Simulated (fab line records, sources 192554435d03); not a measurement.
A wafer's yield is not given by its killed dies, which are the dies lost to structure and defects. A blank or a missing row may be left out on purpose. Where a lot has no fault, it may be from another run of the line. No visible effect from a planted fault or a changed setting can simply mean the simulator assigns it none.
Lot-split experiment + flow n5-finfet + 21 wafers read from 7 lots, route of 1938 steps

== THE SPLIT ITSELF ==
At N5_BEOL_M0_SAQP_COAT_08 (resist thk 90 nm), the setting spin-rpm was moved away from the recipe's 1500 rpm on 6 of the 21 wafers read, by -7.3% to +8.3%. For the rest of the wafers, this setting stayed at what the recipe calls for.

== FROM THE SPLIT TO THE READING: what the file shows between them, 6 steps ==
- N5_BEOL_M0_SAQP_EBR_10
- N5_BEOL_M0_SAQP_SOFTBAKE_09: time 60 s
- N5_BEOL_M0_SAQP_EXPOSE_11: exposes mask M0 CORE, target cd 42 nm
- N5_BEOL_M0_SAQP_PEB_12: peb time 60 s
- N5_BEOL_M0_SAQP_DEVELOP_13: develop time 30 s
- N5_BEOL_M0_SAQP_DESCUM_19: chemistry O2, time 7.9 s

== THE READING ==
CAR-ArF_of_BEOL_M0_SAQP_COAT_08.thk-nm (the simulator's own value, which no gauge read), in nm, at N5_BEOL_M0_SAQP_ETCH_83 (etches SiARC in CF4, target depth 39 nm, time 65 s). There is no usual value for it anywhere in the file. The 15 wafers here that ran the recipe average 55.4 nm, standard deviation 0.26 nm.

| wafer  | tool, chamber at the split | spin-rpm as run, rpm | against the recipe | CAR-ArF_of_BEOL_M0_SAQP_COAT_08.thk-nm, nm | against lot-mates on the recipe |
|--------|----------------------------|----------------------|--------------------|--------------------------------------------|---------------------------------|
| L074.1 | litho-track-02, 0          | 1500                 | recipe             | 55.6                                       | -                               |
| L074.6 | litho-track-02, 0          | 1500                 | recipe             | 55.6                                       | -                               |
| L074.3 | litho-track-02, 0          | 1624                 | +8.3%              | 52                                         | -3.6                            |
| L078.1 | litho-track-02, 0          | 1545                 | +3.0%              | 54.6                                       | -0.8                            |
| L078.2 | litho-track-02, 0          | 1500                 | recipe             | 55.4                                       | -                               |
| L078.5 | litho-track-02, 0          | 1500                 | recipe             | 55.4                                       | -                               |
| L081.1 | litho-track-02, 0          | 1500                 | recipe             | 55.2                                       | -                               |
| L081.2 | litho-track-02, 0          | 1500                 | recipe             | 55                                         | -                               |
| L081.5 | litho-track-02, 0          | 1500                 | recipe             | 55.4                                       | -                               |
| L088.1 | litho-track-03, 0          | 1500                 | recipe             | 55.4                                       | -                               |
| L088.3 | litho-track-03, 0          | 1500                 | recipe             | 55.4                                       | -                               |
| L088.6 | litho-track-03, 0          | 1500                 | recipe             | 55.2                                       | -                               |
| L090.1 | litho-track-02, 0          | 1500                 | recipe             | 56                                         | -                               |
| L090.2 | litho-track-02, 0          | 1586                 | +5.7%              | 53.6                                       | -2.3                            |
| L090.3 | litho-track-02, 0          | 1500                 | recipe             | 55.8                                       | -                               |
| L096.1 | litho-track-02, 0          | 1422                 | -5.2%              | 57.8                                       | +2.8                            |
| L096.2 | litho-track-02, 0          | 1500                 | recipe             | 55                                         | -                               |
| L096.4 | litho-track-02, 0          | 1422                 | -5.2%              | 58                                         | +3.0                            |
| L097.1 | litho-track-04, 0          | 1500                 | recipe             | 55.6                                       | -                               |
| L097.5 | litho-track-04, 0          | 1500                 | recipe             | 55.4                                       | -                               |
| L097.6 | litho-track-04, 0          | 1391                 | -7.3%              | 59                                         | +3.5                            |

FIT RESULTS
A straight line over all 21 wafers: CAR-ArF_of_BEOL_M0_SAQP_COAT_08.thk-nm changes by -0.428 nm for each +1% of spin-rpm; r = -0.98; the points scatter about the line by 0.31 nm.
The same after taking each lot's own level away (the mean of its wafers on the recipe; 21 wafers): -0.465 nm for each +1%; r = -0.99; scatter 0.22 nm.
Per that fit: largest spin-rpm move, reading shift of 3.8 nm.
Across the lots, their own levels run from 55.00 to 55.90 nm, a range of 3.4 times the standard deviation given above.
The two slopes are in agreement: the lot-to-lot level therefore moves the slope only a little.
Check: with one of the wafers moved furthest among these (+8.3%) left out of the fit, the line predicts -3.81 nm for it against its lot-mates. Against them it came out at -3.6 nm.

== OTHER SPLITS ON THESE WAFERS ==
Note: prior to the reading, these wafers also went through further splits. Each is held against what the fit with the lots' levels taken away leaves over:
| other split on the same wafers       | wafers away from the commonest value | r with CAR-ArF_of_BEOL_M0_SAQP_COAT_08.thk-nm (lot level and that fit taken away) |
|--------------------------------------|--------------------------------------|-----------------------------------------------------------------------------------|
| N5_HKMG_FIN_HK_ALD_01 ald-cycles     | 8                                    | +0.57                                                                             |
| N5_HKMG_FIN_EXPOSE_46 dose-mj        | 6                                    | -0.06                                                                             |
| N5_HKMG_FIN_ETCH_55 h2-flow-sccm     | 6                                    | +0.11                                                                             |
| N5_GATE_CUT_DESCUM_18 time-s         | 10                                   | -0.17                                                                             |
| N5_MOL_CONTACT_COAG_ETCH_15 source-w | 4                                    | +0.08                                                                             |
| N5_BEOL_M0_SAQP_COAT_81 spin-rpm     | 8                                    | +0.02                                                                             |

== THE WHOLE CHAIN: every reading that the file lists as answering this split, in the file's order ==
| step                       | what it does                                       | reading                                                                                 | change (the file's fit)               | r (the file's) |
|----------------------------|----------------------------------------------------|-----------------------------------------------------------------------------------------|---------------------------------------|----------------|
| N5_BEOL_M0_SAQP_COAT_08    | resist thk 90 nm                                   | CAR-ArF_of_BEOL_M0_SAQP_COAT_08.thk-nm (the simulator's own value, which no gauge read) | -0.468 nm for each +1% of the setting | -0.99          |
| N5_BEOL_M0_SAQP_DEVELOP_13 | develop time 30 s                                  | CAR-ArF_of_BEOL_M0_SAQP_COAT_08.thk-nm (the simulator's own value, which no gauge read) | -0.461 nm for each +1% of the setting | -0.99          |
| N5_BEOL_M0_SAQP_ETCH_83    | etches SiARC in CF4, target depth 39 nm, time 65 s | CAR-ArF_of_BEOL_M0_SAQP_COAT_08.thk-nm (the simulator's own value, which no gauge read) | -0.452 nm for each +1% of the setting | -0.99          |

== THE FILE'S OWN FIT ==
CAR-ArF_of_BEOL_M0_SAQP_COAT_08.thk-nm changes by -0.452 nm for each +1% of spin-rpm, r = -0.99.
